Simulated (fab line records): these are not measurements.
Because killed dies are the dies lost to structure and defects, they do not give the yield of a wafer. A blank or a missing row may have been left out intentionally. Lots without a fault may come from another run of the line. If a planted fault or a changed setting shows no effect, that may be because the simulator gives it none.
Chamber matching -- flow nandHarc -- 3 sister chambers for NHARC_A_ONON_D1_DEP_33 on pecvd-02
The step deposits SiO2, target thk 200 nm. 18 wafers are shown with their chamber, then 9 later ones without.

WAFERS, EACH WITH ITS CHAMBER
wafer,chamber,throttleValvePct (%),heaterPowerW (W),heaterPowerOuterW (W)
L076.2,1,16.6,744,407
L076.4,2,15.5,337,172
L076.6,1,16.8,731,424
L078.2,1,16.7,667,377
L078.4,1,16.7,705,392
L078.5,0,15.4,568,300
L080.1,2,15.6,423,233
L080.5,0,15.8,564,300
L080.6,2,15.5,421,233
L082.2,0,15.7,511,271
L082.4,2,15.9,434,227
L082.5,1,16.8,689,361
L086.1,2,15.6,311,157
L086.2,0,15.6,610,322
L086.4,0,15.5,609,335
L085.1,1,16.8,746,426
L085.3,2,15.7,393,200
L085.6,1,17.1,732,421

SIGNATURES, as means of the wafers listed above
reading,chamber 0,chamber 1,chamber 2,scatter within a chamber
throttleValvePct,15.600,16.786,15.633,0.155
heaterPowerW,572.40,716.29,386.50,40.8
heaterPowerOuterW,305.60,401.14,203.67,27.9
Rule: for each reading, subtract the chamber's mean from the wafer's reading, divide by that reading's scatter and square the result; add these up over the readings and take the root, which gives the wafer's distance from the chamber. The wafer belongs to the nearest chamber; if the next one is less than 2 further off, it can't be placed. The scatter: the root of (the sum of the squares of (reading less its chamber's mean) over the shown wafers, divided by (wafers less chambers)).

WAFERS WHOSE CHAMBER IS MISSING
wafer,throttleValvePct (%),heaterPowerW (W),heaterPowerOuterW (W)
L089.2,15.8,511,260
L089.4,15.6,337,161
L089.5,16.9,622,321
L090.2,16.7,585,319
L090.4,16.9,622,335
L090.5,15.8,586,327
L095.2,16.6,710,385
L095.4,16.9,722,411
L095.6,15.8,320,151

WHICH CHAMBER EACH ONE RAN IN
wafer,from the rows above,in truth
L089.2,can't be placed: 0 or 2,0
L089.4,2,2
L089.5,1,1
L090.2,1,1
L090.4,1,1
L090.5,0,0
L095.2,1,1
L095.4,1,1
L095.6,2,2
Correct placement for 8 of the 9. From these rows, 1 cannot be placed; in 1 the true chamber is one of the candidates. Placed wrongly: 0.
